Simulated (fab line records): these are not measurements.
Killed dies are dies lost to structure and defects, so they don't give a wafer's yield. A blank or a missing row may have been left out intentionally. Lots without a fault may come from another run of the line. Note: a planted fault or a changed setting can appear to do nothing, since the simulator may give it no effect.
Chamber matching + flow n5 finfet + 4 sister chambers for N5_MOL_CONTACT_COAG_CONTACT_ETCH_14 on rie diel-02
The step etches SiO2 in C4F6/O2, target depth 27.5 nm, overetch 8.5 nm, time 20 s. 16 wafers are shown with their chamber, then 8 later ones without.

EACH WAFER AND ITS CHAMBER
| wafer  | chamber | showerhead plenum p Torr (Torr) | throttle valve pct (%) | oes product au (a.u.) |
|--------|---------|---------------------------------|------------------------|-----------------------|
| L075.2 | 1       | 3.04                            | 21.49                  | 0.71                  |
| L075.4 | 1       | 3.04                            | 21.48                  | 0.72                  |
| L075.5 | 0       | 3.02                            | 21.53                  | 0.70                  |
| L076.1 | 1       | 3.04                            | 21.49                  | 0.71                  |
| L076.4 | 3       | 2.87                            | 20.98                  | 0.64                  |
| L076.6 | 0       | 3.02                            | 21.52                  | 0.69                  |
| L079.1 | 2       | 2.84                            | 21.40                  | 0.60                  |
| L079.5 | 1       | 3.03                            | 21.50                  | 0.71                  |
| L079.6 | 0       | 3.02                            | 21.52                  | 0.69                  |
| L081.2 | 1       | 3.03                            | 21.52                  | 0.70                  |
| L081.3 | 2       | 2.84                            | 21.42                  | 0.60                  |
| L081.4 | 3       | 2.86                            | 21.01                  | 0.64                  |
| L087.3 | 0       | 3.01                            | 21.53                  | 0.68                  |
| L087.4 | 2       | 2.84                            | 21.43                  | 0.59                  |
| L087.6 | 1       | 3.02                            | 21.53                  | 0.69                  |
| L088.1 | 0       | 3.01                            | 21.55                  | 0.67                  |

SIGNATURES (averages over the wafers above)
| reading                  | chamber 0 | chamber 1 | chamber 2 | chamber 3 | scatter within a chamber |
|--------------------------|-----------|-----------|-----------|-----------|--------------------------|
| showerhead plenum p Torr | 3.0160    | 3.0333    | 2.8400    | 2.8650    | 0.00648                  |
| throttle valve pct       | 21.5300   | 21.5017   | 21.4167   | 20.9950   | 0.0168                   |
| oes product au           | 0.6860    | 0.7067    | 0.5967    | 0.6400    | 0.00966                  |
Rule: a wafer lies at a distance from a chamber equal to the root of the sum of squares, over the readings, of (its reading less the chamber's mean, divided by the reading's scatter). If the next closest chamber is less than 2 further off than the closest, the wafer can't be placed; otherwise it belongs to the closest. How the scatter is found: for the shown wafers, subtract from each reading the mean of its chamber, square and add these, divide the total by (wafers less chambers), then take the root.

WAFERS MISSING THEIR CHAMBER
| wafer  | showerhead plenum p Torr (Torr) | throttle valve pct (%) | oes product au (a.u.) |
|--------|---------------------------------|------------------------|-----------------------|
| L088.2 | 2.86                            | 21.03                  | 0.63                  |
| L088.4 | 2.86                            | 21.04                  | 0.63                  |
| L092.4 | 2.85                            | 21.04                  | 0.63                  |
| L092.5 | 3.01                            | 21.54                  | 0.67                  |
| L092.6 | 3.02                            | 21.54                  | 0.69                  |
| L094.2 | 2.84                            | 21.43                  | 0.58                  |
| L094.5 | 2.84                            | 21.43                  | 0.59                  |
| L094.6 | 3.02                            | 21.56                  | 0.68                  |

CHAMBER TAKEN BY EACH
| wafer  | from the rows above | in truth                   |
|--------|---------------------|----------------------------|
| L088.2 | 3                   | 3                          |
| L088.4 | 3                   | 3                          |
| L092.4 | 3                   | 3                          |
| L092.5 | 0                   | 0                          |
| L092.6 | 0                   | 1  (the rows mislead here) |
| L094.2 | 2                   | 2                          |
| L094.5 | 2                   | 2                          |
| L094.6 | 0                   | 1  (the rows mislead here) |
Correct placement for 6 of the 8. Left unplaced by these rows: 0. Number placed wrongly: 2.
